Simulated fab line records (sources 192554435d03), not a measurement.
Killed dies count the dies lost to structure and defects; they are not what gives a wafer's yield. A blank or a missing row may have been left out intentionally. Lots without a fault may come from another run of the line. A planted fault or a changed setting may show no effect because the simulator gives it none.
Lot-split experiment || flow n5_finfet || 39 wafers read across 7 lots, on a route 1938 steps long

== ABOUT THE SPLIT ==
At N5_MOL_CONTACT_COAG_ALD_133 (deposits SiO2, target thk 5 nm, pulse time 1 s, co reactant pulse time 1 s), the setting ald_cycles was moved away from the recipe's 35 on 15 of the 39 wafers read, by -37.1% to +57.1%. This setting was run at the recipe's value on the other wafers.

The reading is taken at the split's own step.

== THE READING ==
SiO2_of_MOL_CONTACT_COAG_ALD_133.thk_nm (the simulator's own value, which no gauge read), in nm, at N5_MOL_CONTACT_COAG_ALD_133 (deposits SiO2, target thk 5 nm, pulse time 1 s, co reactant pulse time 1 s). No usual value for it is given in the file.

{"wafer": "L074.2", "tool, chamber at the split": "ald_sin-02, 1,3,2", "ald_cycles as run": 35, "against the recipe": "recipe", "SiO2_of_MOL_CONTACT_COAG_ALD_133.thk_nm, nm": 5, "against lot-mates on the recipe": "-"}
{"wafer": "L074.4", "tool, chamber at the split": "ald_sin-02, 1,3,2", "ald_cycles as run": 35, "against the recipe": "recipe", "SiO2_of_MOL_CONTACT_COAG_ALD_133.thk_nm, nm": 5, "against lot-mates on the recipe": "-"}
{"wafer": "L074.6", "tool, chamber at the split": "ald_sin-02, 1,3,2", "ald_cycles as run": 35, "against the recipe": "recipe", "SiO2_of_MOL_CONTACT_COAG_ALD_133.thk_nm, nm": 5, "against lot-mates on the recipe": "-"}
{"wafer": "L077.1", "tool, chamber at the split": "ald_sin-01, 0,1,2,3,2,3", "ald_cycles as run": 35, "against the recipe": "recipe", "SiO2_of_MOL_CONTACT_COAG_ALD_133.thk_nm, nm": 5, "against lot-mates on the recipe": "-"}
{"wafer": "L077.2", "tool, chamber at the split": "ald_sin-01, 0,1,2,3,2,3", "ald_cycles as run": 35, "against the recipe": "recipe", "SiO2_of_MOL_CONTACT_COAG_ALD_133.thk_nm, nm": 5, "against lot-mates on the recipe": "-"}
{"wafer": "L077.3", "tool, chamber at the split": "ald_sin-01, 0,1,2,3,2,3", "ald_cycles as run": 35, "against the recipe": "recipe", "SiO2_of_MOL_CONTACT_COAG_ALD_133.thk_nm, nm": 5, "against lot-mates on the recipe": "-"}
{"wafer": "L077.4", "tool, chamber at the split": "ald_sin-01, 0,1,2,3,2,3", "ald_cycles as run": 35, "against the recipe": "recipe", "SiO2_of_MOL_CONTACT_COAG_ALD_133.thk_nm, nm": 5, "against lot-mates on the recipe": "-"}
{"wafer": "L077.5", "tool, chamber at the split": "ald_sin-01, 0,1,2,3,2,3", "ald_cycles as run": 35, "against the recipe": "recipe", "SiO2_of_MOL_CONTACT_COAG_ALD_133.thk_nm, nm": 5, "against lot-mates on the recipe": "-"}
{"wafer": "L077.6", "tool, chamber at the split": "ald_sin-01, 0,1,2,3,2,3", "ald_cycles as run": 35, "against the recipe": "recipe", "SiO2_of_MOL_CONTACT_COAG_ALD_133.thk_nm, nm": 5, "against lot-mates on the recipe": "-"}
{"wafer": "L081.1", "tool, chamber at the split": "ald_sin-01, 2,3,1", "ald_cycles as run": 35, "against the recipe": "recipe", "SiO2_of_MOL_CONTACT_COAG_ALD_133.thk_nm, nm": 5, "against lot-mates on the recipe": "-"}
{"wafer": "L081.2", "tool, chamber at the split": "ald_sin-01, 2,3,1", "ald_cycles as run": 35, "against the recipe": "recipe", "SiO2_of_MOL_CONTACT_COAG_ALD_133.thk_nm, nm": 5, "against lot-mates on the recipe": "-"}
{"wafer": "L081.4", "tool, chamber at the split": "ald_sin-01, 2,3,1", "ald_cycles as run": 35, "against the recipe": "recipe", "SiO2_of_MOL_CONTACT_COAG_ALD_133.thk_nm, nm": 5, "against lot-mates on the recipe": "-"}
{"wafer": "L081.3", "tool, chamber at the split": "ald_sin-01, 0,1,0", "ald_cycles as run": 53, "against the recipe": "+51.4%", "SiO2_of_MOL_CONTACT_COAG_ALD_133.thk_nm, nm": 7.6, "against lot-mates on the recipe": "+2.6"}
{"wafer": "L081.5", "tool, chamber at the split": "ald_sin-01, 0,1,0", "ald_cycles as run": 53, "against the recipe": "+51.4%", "SiO2_of_MOL_CONTACT_COAG_ALD_133.thk_nm, nm": 7.6, "against lot-mates on the recipe": "+2.6"}
{"wafer": "L081.6", "tool, chamber at the split": "ald_sin-01, 0,1,0", "ald_cycles as run": 53, "against the recipe": "+51.4%", "SiO2_of_MOL_CONTACT_COAG_ALD_133.thk_nm, nm": 7.6, "against lot-mates on the recipe": "+2.6"}
{"wafer": "L085.1", "tool, chamber at the split": "ald_sin-01, 1,2,1", "ald_cycles as run": 35, "against the recipe": "recipe", "SiO2_of_MOL_CONTACT_COAG_ALD_133.thk_nm, nm": 5, "against lot-mates on the recipe": "-"}
{"wafer": "L085.5", "tool, chamber at the split": "ald_sin-01, 1,2,1", "ald_cycles as run": 35, "against the recipe": "recipe", "SiO2_of_MOL_CONTACT_COAG_ALD_133.thk_nm, nm": 5, "against lot-mates on the recipe": "-"}
{"wafer": "L085.6", "tool, chamber at the split": "ald_sin-01, 1,2,1", "ald_cycles as run": 35, "against the recipe": "recipe", "SiO2_of_MOL_CONTACT_COAG_ALD_133.thk_nm, nm": 5, "against lot-mates on the recipe": "-"}
{"wafer": "L085.2", "tool, chamber at the split": "ald_sin-01, 0,2,3", "ald_cycles as run": 22, "against the recipe": "-37.1%", "SiO2_of_MOL_CONTACT_COAG_ALD_133.thk_nm, nm": 3.2, "against lot-mates on the recipe": -1.8}
{"wafer": "L085.3", "tool, chamber at the split": "ald_sin-01, 0,2,3", "ald_cycles as run": 22, "against the recipe": "-37.1%", "SiO2_of_MOL_CONTACT_COAG_ALD_133.thk_nm, nm": 3.2, "against lot-mates on the recipe": -1.8}
{"wafer": "L085.4", "tool, chamber at the split": "ald_sin-01, 0,2,3", "ald_cycles as run": 22, "against the recipe": "-37.1%", "SiO2_of_MOL_CONTACT_COAG_ALD_133.thk_nm, nm": 3.2, "against lot-mates on the recipe": -1.8}
{"wafer": "L089.1", "tool, chamber at the split": "ald_sin-02, 0,3,3", "ald_cycles as run": 35, "against the recipe": "recipe", "SiO2_of_MOL_CONTACT_COAG_ALD_133.thk_nm, nm": 5, "against lot-mates on the recipe": "-"}
{"wafer": "L089.4", "tool, chamber at the split": "ald_sin-02, 0,3,3", "ald_cycles as run": 35, "against the recipe": "recipe", "SiO2_of_MOL_CONTACT_COAG_ALD_133.thk_nm, nm": 5, "against lot-mates on the recipe": "-"}
{"wafer": "L089.6", "tool, chamber at the split": "ald_sin-02, 0,3,3", "ald_cycles as run": 35, "against the recipe": "recipe", "SiO2_of_MOL_CONTACT_COAG_ALD_133.thk_nm, nm": 5, "against lot-mates on the recipe": "-"}
{"wafer": "L089.2", "tool, chamber at the split": "ald_sin-02, 2,1,0", "ald_cycles as run": 49, "against the recipe": "+40.0%", "SiO2_of_MOL_CONTACT_COAG_ALD_133.thk_nm, nm": 7, "against lot-mates on the recipe": "+2.0"}
{"wafer": "L089.3", "tool, chamber at the split": "ald_sin-02, 2,1,0", "ald_cycles as run": 49, "against the recipe": "+40.0%", "SiO2_of_MOL_CONTACT_COAG_ALD_133.thk_nm, nm": 7, "against lot-mates on the recipe": "+2.0"}
{"wafer": "L089.5", "tool, chamber at the split": "ald_sin-02, 2,1,0", "ald_cycles as run": 49, "against the recipe": "+40.0%", "SiO2_of_MOL_CONTACT_COAG_ALD_133.thk_nm, nm": 7, "against lot-mates on the recipe": "+2.0"}
{"wafer": "L093.1", "tool, chamber at the split": "ald_sin-02, 1,2,1", "ald_cycles as run": 35, "against the recipe": "recipe", "SiO2_of_MOL_CONTACT_COAG_ALD_133.thk_nm, nm": 5, "against lot-mates on the recipe": "-"}
{"wafer": "L093.4", "tool, chamber at the split": "ald_sin-02, 1,2,1", "ald_cycles as run": 35, "against the recipe": "recipe", "SiO2_of_MOL_CONTACT_COAG_ALD_133.thk_nm, nm": 5, "against lot-mates on the recipe": "-"}
{"wafer": "L093.6", "tool, chamber at the split": "ald_sin-02, 1,2,1", "ald_cycles as run": 35, "against the recipe": "recipe", "SiO2_of_MOL_CONTACT_COAG_ALD_133.thk_nm, nm": 5, "against lot-mates on the recipe": "-"}
{"wafer": "L093.2", "tool, chamber at the split": "ald_sin-02, 0,3", "ald_cycles as run": 51, "against the recipe": "+45.7%", "SiO2_of_MOL_CONTACT_COAG_ALD_133.thk_nm, nm": 7.2, "against lot-mates on the recipe": "+2.2"}
{"wafer": "L093.3", "tool, chamber at the split": "ald_sin-02, 0,3", "ald_cycles as run": 51, "against the recipe": "+45.7%", "SiO2_of_MOL_CONTACT_COAG_ALD_133.thk_nm, nm": 7.2, "against lot-mates on the recipe": "+2.2"}
{"wafer": "L093.5", "tool, chamber at the split": "ald_sin-02, 2", "ald_cycles as run": 51, "against the recipe": "+45.7%", "SiO2_of_MOL_CONTACT_COAG_ALD_133.thk_nm, nm": 7.4, "against lot-mates on the recipe": "+2.4"}
{"wafer": "L096.1", "tool, chamber at the split": "ald_sin-01, 2,1,0", "ald_cycles as run": 55, "against the recipe": "+57.1%", "SiO2_of_MOL_CONTACT_COAG_ALD_133.thk_nm, nm": 7.8, "against lot-mates on the recipe": "+2.8"}
{"wafer": "L096.2", "tool, chamber at the split": "ald_sin-01, 2,1,0", "ald_cycles as run": 55, "against the recipe": "+57.1%", "SiO2_of_MOL_CONTACT_COAG_ALD_133.thk_nm, nm": 7.8, "against lot-mates on the recipe": "+2.8"}
{"wafer": "L096.5", "tool, chamber at the split": "ald_sin-01, 2,1,0", "ald_cycles as run": 55, "against the recipe": "+57.1%", "SiO2_of_MOL_CONTACT_COAG_ALD_133.thk_nm, nm": 7.8, "against lot-mates on the recipe": "+2.8"}
{"wafer": "L096.3", "tool, chamber at the split": "ald_sin-01, 3,0,1", "ald_cycles as run": 35, "against the recipe": "recipe", "SiO2_of_MOL_CONTACT_COAG_ALD_133.thk_nm, nm": 5, "against lot-mates on the recipe": "-"}
{"wafer": "L096.4", "tool, chamber at the split": "ald_sin-01, 3,0,1", "ald_cycles as run": 35, "against the recipe": "recipe", "SiO2_of_MOL_CONTACT_COAG_ALD_133.thk_nm, nm": 5, "against lot-mates on the recipe": "-"}
{"wafer": "L096.6", "tool, chamber at the split": "ald_sin-01, 3,0,1", "ald_cycles as run": 35, "against the recipe": "recipe", "SiO2_of_MOL_CONTACT_COAG_ALD_133.thk_nm, nm": 5, "against lot-mates on the recipe": "-"}
Rows listing several chambers each stand for several wafers; the file does not say which wafer went through which chamber.

FIT RESULTS
A straight line over all 39 wafers: SiO2_of_MOL_CONTACT_COAG_ALD_133.thk_nm changes by +0.0495 nm for each +1% of ald_cycles; r = +1.00; the points scatter about the line by 0.034 nm.
The same after taking each lot's own level away (the mean of its wafers on the recipe; 39 wafers): +0.0495 nm for each +1%; r = +1.00; scatter 0.034 nm.
According to that fit, moving ald_cycles by its largest amount changes the reading by 2.8 nm.
The lots' own levels span 5.00 to 5.00 nm.
The two slopes are in agreement: the lot-to-lot level therefore moves the slope only a little.
Check: for one of the wafers moved furthest among these (+57.1%), held out of the fit, the line's prediction against its lot-mates is +2.84 nm. It came out at +2.8 nm against them.

== ADDITIONAL SPLITS CARRIED BY THESE WAFERS ==
Before the reading, these wafers also passed through other splits. Each is held against what the fit with the lots' levels taken away leaves over:
{"other split on the same wafers": "N5_PMOS_HMC_CHANNEL_EPI_DEVELOP_08 develop_time_s", "wafers away from the commonest value": 18, "r with SiO2_of_MOL_CONTACT_COAG_ALD_133.thk_nm (lot level and that fit taken away)": -0.16}
{"other split on the same wafers": "N5_SD_EPI_P_EPI_21 time_s", "wafers away from the commonest value": 15, "r with SiO2_of_MOL_CONTACT_COAG_ALD_133.thk_nm (lot level and that fit taken away)": -0.04}
{"other split on the same wafers": "N5_GATE_CUT_DESCUM_18 time_s", "wafers away from the commonest value": 9, "r with SiO2_of_MOL_CONTACT_COAG_ALD_133.thk_nm (lot level and that fit taken away)": -0.05}

== FILE'S OWN FIT ==
SiO2_of_MOL_CONTACT_COAG_ALD_133.thk_nm changes by +0.0496 nm for each +1% of ald_cycles, r = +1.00.
